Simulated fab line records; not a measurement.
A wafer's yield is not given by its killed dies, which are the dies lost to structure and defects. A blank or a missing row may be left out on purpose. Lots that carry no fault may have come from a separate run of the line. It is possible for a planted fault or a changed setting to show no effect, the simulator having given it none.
fab line records -- flow n5Finfet
record lots=3, wafers=8, lastDay=16
route steps=1938 shown BEOL_M2@848 BEOL_M4@1111 PASSIVATION@1936
lots that met no fault: taken from a fault-free run of the same line
startH: the number of hours between the record's first day and the start of the first shown wafer of the lot -- waitH: hours elapsed since this lot's preceding step -- " same as the row above -- L1.1+2: one row covering several wafers at once -- - value missing, or start not given -- * or withheld: withheld -- < > ~ a bound
route shown NAME@n: NAME is a module with steps in the file, n the number in the route of the first one -- usual: mean and standard deviation over wafers with no fault -- same: alike in all rows -- chamber/n: place in a boat -- sites: per-site readings -- _std_site: their standard deviation -- _edge_site: the outer-site mean with the inner-site mean subtracted -- radiusMm: how far each site lies from the wafer's centre -- mask NAME#n: copy n -- behind: the tool/chamber that last shaped the wafer -- hold: cause of the lot's hold/its duration in hours/its outcome -- device: names the non-switching transistor (n, p or np) -- end of line: tests run on the same wafers once the route is complete -- step lacking rows: just its recipe -- killed: dies lost to structure and defects at the first sort, not the wafer's yield -- map: a wafer's dies, x killed, . not, _ none there
set.NAME: the setting that was run; set.NAME@STEP: the one run at that earlier step -- model.NAME: the simulator's own value behind a step, which no gauge read
certain route steps with their lots: each step a table, each wafer a row
services: when a tool's chamber went out of use (startH, in hours from the record's first day, below 0 if earlier), for how many hours, and the reason
## steps
# step N5_BEOL_M2_COAT_05
# recipe resist=CAR-EUV, spinRpm=1500, resistThkNm=30
# step N5_BEOL_M2_EBR_07
# recipe solvent=PGMEA, ebrWidthMm=1.5
# step N5_BEOL_M2_SOFTBAKE_06
# recipe tempC=110, timeS=60, resist=CAR-EUV
# step N5_BEOL_M2_EXPOSE_08
# recipe maskId=M2, na=0.33, sourceShape=dipole, sigmaInner=0.369, sigmaOuter=0.767, polarization=unpolarized, doseMj=41.25
# step N5_BEOL_M2_PEB_09
# recipe pebTempC=100, pebTimeS=60, resist=CAR-EUV
# step N5_BEOL_M2_DEVELOP_10
# recipe developTimeS=30, developer=TMAH, resist=CAR-EUV, rinseLiquid=surfactantRinse, dry=airSpin, devTempC=23
# step N5_BEOL_M2_DESCUM_16
# recipe chemistry=O2, timeS=7, sourcePowerW=50, biasPowerW=20, pressureMtorr=20, rfFrequencyHz=2.712e+07, tempC=40, resist=CAR-EUV, o2FlowSccm=225
# step N5_BEOL_M2_ETCH_74
# recipe chemistry=N2/H2, target=underlayer, targetDepthA=65, maskMaterial=CAR-EUV, timeS=5.2, ionEnergyEv=200, pressureMtorr=30, sourceW=840, biasW=150, n2FlowSccm=200, h2FlowSccm=200, ends=cleared
# step N5_BEOL_M2_ETCH_63
# recipe chemistry=CF4, target=SiARC, targetDepthA=156, maskMaterial=CAR-EUV, timeS=26, ionEnergyEv=80, pressureMtorr=40, sourceW=545, biasW=36, Ar_flow_sccm=100, cf4FlowSccm=100, ends=cleared
# step N5_BEOL_M2_ETCH_64
# recipe chemistry=N2/H2, target=SOC, targetDepthA=750, overetchA=225, maskMaterial=SiARC, tempC=40, timeS=121.9, ionEnergyEv=200, pressureMtorr=30, sourceW=840, biasW=150, n2FlowSccm=200, h2FlowSccm=200
# usual drypumpMotorCurrentA=5.9/0.5, oesProductAu=0.60/0.056, rfVppV=523.9/2.4, showerheadPlenumPTorr=2.54/0.087, throttleValvePct=17.84/0.24
lot.wafer,tool,chamber,startH,waitH,drypumpMotorCurrentA,oesProductAu,rfHoursCounterH,rfVppV,showerheadPlenumPTorr,throttleValvePct,model.SiARC_of_BEOL_M2_COAT_62.thkNm,model.BEOL_M2.cdOffsetNm
L473.2,rieDiel-06,1,168.21,0.0,5.7,0.57,138,526.2,2.66,18.21,6.4,0.4
L473.4,rieDiel-06,3,168.21,0.0,4.9,0.61,-,525.6,2.57,18.00,6.2,0.2
L473.5,rieDiel-06,2,168.21,0.0,5.9,0.56,-,520.8,2.44,17.63,6.4,0.4
L483.2,rieDiel-06,2,231.09,0.0,5.9,0.49,177,520.7,2.43,17.64,4.8,0.6
L483.5,rieDiel-06,0,231.09,0.0,6.9,0.59,-,522.3,2.45,17.52,6.4,0.2
L488.2,rieDiel-04,1,259.63,0.0,6.0,0.68,34,521.7,2.49,17.73,6.2,0
L488.5,rieDiel-04,0,259.63,0.0,6.5,0.68,-,522.6,2.48,17.52,6.2,0
L488.6,rieDiel-04,1,259.63,0.0,6.0,0.67,-,523.2,2.49,17.72,6.2,0.2
# step N5_BEOL_M2_STRIP_65
# recipe chemistry=N2/H2, tempC=40, n2FlowSccm=200, h2FlowSccm=200, rfFrequencyHz=6e+07
# step N5_BEOL_M2_STRIP_75
# recipe chemistry=N2/H2, tempC=40, n2FlowSccm=200, h2FlowSccm=200, rfFrequencyHz=6e+07
# step N5_BEOL_M2_STRIP_66
# recipe chemistry=CF4, resist=SiARC, powerW=300, biasPowerW=75, pressureMtorr=50, cf4FlowSccm=150, rfFrequencyHz=6e+07
# step N5_BEOL_M2_HM_OPEN_17
# recipe chemistry=Cl2/BCl3, targetDepthA=200, overetchA=60, target=TiN, maskMaterial=SOC, ionEnergyEv=150, pressureMtorr=10, icpW=1000, biasW=126, Cl2_flow_sccm=53.25, bcl3FlowSccm=21.75, Ar_flow_sccm=25
# usual drypumpMotorCurrentA=5.9/0.39, oesProductAu=0.68/0.074, throttleValvePct=22.15/0.12
lot.wafer,tool,chamber,startH,waitH,drypumpMotorCurrentA,oesProductAu,rfHoursCounterH,throttleValvePct,model.etch.depthNm,model.BEOL_M2.cdOffsetNm
L473.2,rieMetal-01,1,168.38,0.0,5.4,0.50,131,22.28,20,0.4
L473.4,rieMetal-01,0,168.38,0.0,6.2,0.62,-,22.00,20.05,0.2
L473.5,rieMetal-01,0,168.38,0.0,6.2,0.62,-,21.98,20.04,0.4
L483.2,rieMetal-01,0,231.27,0.0,6.3,0.55,70,22.11,16.79,0.6
L483.5,rieMetal-01,1,231.27,0.0,5.4,0.80,-,22.07,19.7,0.2
L488.2,rieMetal-02,1,259.80,0.0,6.0,0.68,34,22.05,20.09,0
L488.5,rieMetal-02,0,259.80,0.0,6.2,0.68,-,22.32,20.08,0
L488.6,rieMetal-02,1,259.80,0.0,6.1,0.67,-,22.05,19.99,0.2
# step N5_BEOL_M2_STRIP_19
# recipe chemistry=O2, powerW=400, tempC=40, pressureMtorr=30, rfFrequencyHz=6e+07, biasPowerW=0, overashFraction=0.2, o2FlowSccm=225
# step N5_BEOL_M2_COAT_67
# recipe resist=SOC, tempC=250, timeS=60, spinRpm=1500, resistThkNm=60
# step N5_BEOL_M2_COAT_68
# recipe resist=SiARC, tempC=220, timeS=60, spinRpm=1500, resistThkNm=12
# step N5_BEOL_M2_COAT_76
# recipe resist=underlayer, tempC=205, timeS=60, spinRpm=1500, resistThkNm=5
# step N5_BEOL_M2_COAT_22
# recipe resist=CAR-EUV, spinRpm=1500, resistThkNm=30
# step N5_BEOL_M2_EBR_24
# recipe solvent=PGMEA, ebrWidthMm=1.5
# step N5_BEOL_M2_SOFTBAKE_23
# recipe tempC=110, timeS=60, resist=CAR-EUV
# step N5_BEOL_M2_EXPOSE_25
# recipe maskId=V1, na=0.33, sourceShape=quasar, sigmaInner=0.2, sigmaOuter=0.8, polarization=unpolarized, defocusNm=5, doseMj=63
# step N5_BEOL_M2_PEB_26
# recipe pebTempC=100, pebTimeS=60, resist=CAR-EUV
# step N5_BEOL_M2_DEVELOP_27
# recipe developTimeS=30, developer=TMAH, resist=CAR-EUV, rinseLiquid=surfactantRinse, dry=airSpin, devTempC=23
# step N5_BEOL_M2_DESCUM_33
# recipe chemistry=O2, timeS=7, sourcePowerW=50, biasPowerW=20, pressureMtorr=20, rfFrequencyHz=2.712e+07, tempC=40, resist=CAR-EUV, o2FlowSccm=225
# step N5_BEOL_M2_ETCH_77
# recipe chemistry=N2/H2, target=underlayer, targetDepthA=65, maskMaterial=CAR-EUV, timeS=5.2, ionEnergyEv=200, pressureMtorr=30, sourceW=840, biasW=150, n2FlowSccm=200, h2FlowSccm=200, ends=cleared
# step N5_BEOL_M2_ETCH_69
# recipe chemistry=CF4, target=SiARC, targetDepthA=156, maskMaterial=CAR-EUV, timeS=26, ionEnergyEv=80, pressureMtorr=40, sourceW=545, biasW=36, Ar_flow_sccm=100, cf4FlowSccm=100, ends=cleared
# step N5_BEOL_M2_ALD_98
# recipe material=SiO2, targetThkA=25, tempC=100, aldPrecursorFamily=BDEAS, aldCoReactant=O2-plasma, pulseTimeS=1, coReactantPulseTimeS=1, purgeTimeS=2, coReactantPurgeTimeS=2, aldCycles=17, pressureTorr=2
# step N5_BEOL_M2_ETCHBACK_99
# recipe chemistry=CHF3, target=SiO2, targetDepthA=50, timeS=10.4, sourceW=215, biasW=47, Ar_flow_sccm=200, CHF3_flow_sccm=12, ionEnergyEv=100, pressureMtorr=30
# step N5_BEOL_M2_ETCH_70
# recipe chemistry=N2/H2, target=SOC, targetDepthA=800, overetchA=240, maskMaterial=SiARC, tempC=40, timeS=130, ionEnergyEv=200, pressureMtorr=30, sourceW=840, biasW=150, n2FlowSccm=200, h2FlowSccm=200
# step N5_BEOL_M2_STRIP_71
# recipe chemistry=N2/H2, tempC=40, n2FlowSccm=200, h2FlowSccm=200, rfFrequencyHz=6e+07
# step N5_BEOL_M2_STRIP_78
# recipe chemistry=N2/H2, tempC=40, n2FlowSccm=200, h2FlowSccm=200, rfFrequencyHz=6e+07
# step N5_BEOL_M2_VIA_ETCH_34
# recipe chemistry=C4F6/O2, targetDepthA=694, maskMaterial=SOC, pressureMtorr=15, ionEnergyEv=250, taperDeg=4, timeS=65.9, sourceW=350, biasW=170, Ar_flow_sccm=300, C4F6_flow_sccm=10, O2_flow_sccm=10
# step N5_BEOL_M2_STRIP_83
# recipe chemistry=C4F6/O2, resist=SiARC, rfFrequencyHz=6e+07
# step N5_BEOL_M2_STRIP_36
# recipe chemistry=N2/H2, powerW=450, tempC=40, pressureMtorr=20, rfFrequencyHz=6e+07, overashFraction=0.3, biasPowerW=7, h2Frac=0.5, n2FlowSccm=200, h2FlowSccm=200
# step N5_BEOL_M2_CD_MEAS_35
# recipe targetCdNm=18, targetCdYNm=22.2, polarity=opening
# usual cdNm=18.00/0.26
lot.wafer,tool,chamber,startH,waitH,cdNm
L473.2,cdSem-02,-,170.06,0.0,18.03
L473.4,cdSem-02,-,170.06,0.0,18.39
L473.5,cdSem-02,-,170.06,0.0,18.33
L483.2,cdSem-02,-,233.69,0.0,18.99
L483.5,cdSem-02,-,233.69,0.0,18.18
L488.2,cdSem-03,-,268.98,0.0,17.62
L488.5,cdSem-03,-,268.98,0.0,18.28
L488.6,cdSem-03,-,268.98,0.0,18.19
# step N5_BEOL_M4_RC_MEAS_101
# usual DIBL_N=36.3/1, DIBL_P=36.2/1.4, IOFF_N=0.157/0.021, IOFF_P=0.206/0.025, ION_N=673/9, ION_P=461/6.4, SS_N=71.5/0.5, SS_P=73.2/0.47, VT_N=249.9/2.4, VT_P=-250.6/2.9
lot.wafer,tool,chamber,startH,waitH,DIBL_N[mV/V],DIBL_P[mV/V],IOFF_N[nA/um],IOFF_P[nA/um],ION_N[uA/um],ION_P[uA/um],SS_N[mV/dec],SS_P[mV/dec],VT_N[mV],VT_P[mV]
L473.2,prober-01,0,201.70,0.2,38.3,36.8,0.173,0.210,677,462,71.7,73.0,248.6,-252.0
L473.4,prober-01,0,201.70,0.2,37.3,36.1,0.155,0.206,684,468,71.7,73.3,248.2,-249.6
L473.5,prober-01,0,201.70,0.2,37.6,37.2,0.176,0.225,683,464,71.7,73.3,246.7,-250.1
L483.2,prober-01,0,255.78,0.2,35.6,33.8,0.126,0.183,664,460,71.2,72.9,251.8,-251.5
L483.5,prober-01,0,255.78,0.2,38.7,37.9,0.177,0.247,671,464,71.3,73.9,247.2,-248.3
L488.2,prober-01,0,289.31,0.2,37.5,36.1,0.166,0.236,683,470,72.1,72.6,248.3,-246.5
L488.5,prober-01,0,289.31,0.2,37.4,35.7,0.164,0.234,678,463,71.5,73.8,250.8,-245.9
L488.6,prober-01,0,289.31,0.2,36.6,35.1,0.152,0.210,675,463,70.4,73.3,249.1,-250.4
# step N5_PASSIVATION_PROBE_49
# usual defectLimitedYield=91.1/1.3, killed_at_M0_to_M3=36/10, killed_at_M4_up=14/4.4, killedAtContacts=14/5.7, killedAtFrontEnd=39/9.4, killedAtOther=2.9/2.6, killedDies=105/15, killedOnRim=14/3.5, killedOpen=70/12, killedShort=34/7.1, sort_bin_5_function=5.3/0.77, sort_bin_6_memory=3.3/0.66, sortNPass=1075/15, sortYieldPct=91.1/1.3
# same grossDies=1180, killedAtBackSide=0, sort_bin_4_leakage[%]=0, sort_bin_8_speed[%]=0
lot.wafer,tool,chamber,startH,waitH,defectLimitedYield[%],killed_at_M0_to_M3,killed_at_M4_up,killedAtContacts,killedAtFrontEnd,killedAtOther,killedDies,killedOnRim,killedOpen,killedShort,sort_bin_5_function[%],sort_bin_6_memory[%],sortNPass,sortYieldPct[%]
L473.2,prober-02,-,303.62,0.1,89.5,45,21,18,34,6,124,17,86,37,5.9,4.4,1056,89.5
L473.5,prober-02,-,303.77,0.2,90.7,41,14,24,31,0,110,15,74,35,5.0,4.0,1070,90.7
L483.2,prober-02,-,351.99,0.1,91.6,26,8,24,41,0,99,13,73,26,5.5,2.7,1081,91.6
L483.5,prober-02,-,352.14,0.2,91.3,39,12,9,41,2,103,14,70,32,5.6,2.9,1077,91.3
# killed by level:class
L473.2 MOL_CONTACT_COAG:geometricParticle:open=15 BEOL_M0_SAQP:geometricParticle:open=15 BEOL_M0_SAQP:geometricParticle:short=14 BEOL_M4:geometricParticle:open=13 STI_FIN_REVEAL:geometricParticle:open=11 FIN_SAQP:geometricParticle:short=6 FIN_SAQP:geometricParticle:open=4 BEOL_M1:geometricParticle:open=4
L473.5 MOL_CONTACT_COAG:geometricParticle:open=18 BEOL_M0_SAQP:geometricParticle:open=13 BEOL_M0_SAQP:geometricParticle:short=13 FIN_SAQP:geometricParticle:short=7 FIN_SAQP:geometricParticle:open=6 STI_FIN_REVEAL:geometricParticle:open=6 MOL_CONTACT_COAG:geometricParticle:short=6 BEOL_M0:geometricParticle:open=5
L483.2 MOL_CONTACT_COAG:geometricParticle:open=20 STI_FIN_REVEAL:geometricParticle:open=14 FIN_SAQP:geometricParticle:open=8 BEOL_M2:geometricParticle:open=7 BEOL_M3:geometricParticle:open=7 FIN_SAQP:geometricParticle:short=5 BEOL_M1:geometricParticle:open=5 MOL_CONTACT_COAG:geometricParticle:short=4
L483.5 FIN_SAQP:geometricParticle:open=11 BEOL_M1:geometricParticle:open=11 MOL_CONTACT_COAG:geometricParticle:open=8 BEOL_M0_SAQP:geometricParticle:open=8 FIN_SAQP:geometricParticle:short=6 STI_FIN_REVEAL:geometricParticle:open=6 BEOL_M2:geometricParticle:open=6 BEOL_M3:geometricParticle:open=4
## services
tool,chamber,startH,hours,kind
rieDiel-04,1,151.30,-,clean
rieDiel-04,1,151.30,-,consumableReplace:focusRing
rieDiel-04,1,151.30,20.6,scheduledDown
rieDiel-04,1,151.30,20.6,ventCycle
rieDiel-06,2,154.30,2.7,repair
rieMetal-01,-,175.05,14.6,pm
rieMetal-01,1,189.65,-,clean
rieMetal-01,1,189.65,15.7,scheduledDown
rieMetal-01,1,189.65,15.7,ventCycle
rieDiel-04,0,191.11,-,clean
rieDiel-04,0,191.11,-,consumableReplace:focusRing
rieDiel-04,0,191.11,17.0,scheduledDown
rieDiel-04,0,191.11,17.0,ventCycle
rieDiel-04,1,209.25,5.5,repair
rieDiel-04,0,234.06,1.5,repair
rieMetal-01,-,248.80,28.1,pm
## key
firstSign step=N5_BEOL_M2_CD_MEAS_35, reading=cdNm, direction=up, sigmas=3.8, usual=18.00, struck=18.99
effect none on later readings
modelEffect step=N5_BEOL_M2_ETCH_64, value=SiARC_of_BEOL_M2_COAT_62.thkNm, without=6.4, struck=4.8
modelEffect step=N5_BEOL_M2_HM_OPEN_17, value=etch.depthNm, without=19.85, struck=16.79
metAt N5_BEOL_M2_ETCH_64
struckWafers L483.2
onsetBetween 168.21 231.09
fault kind=processParameterDrift, tool=rieDiel-06, chamber=-, onsetH=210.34, steps=N5_BEOL_M2_ETCH_64, channel=timeS, offset=*, shape=step, endH=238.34, scope=struckWafersOnly, actsIn=*, stated=*
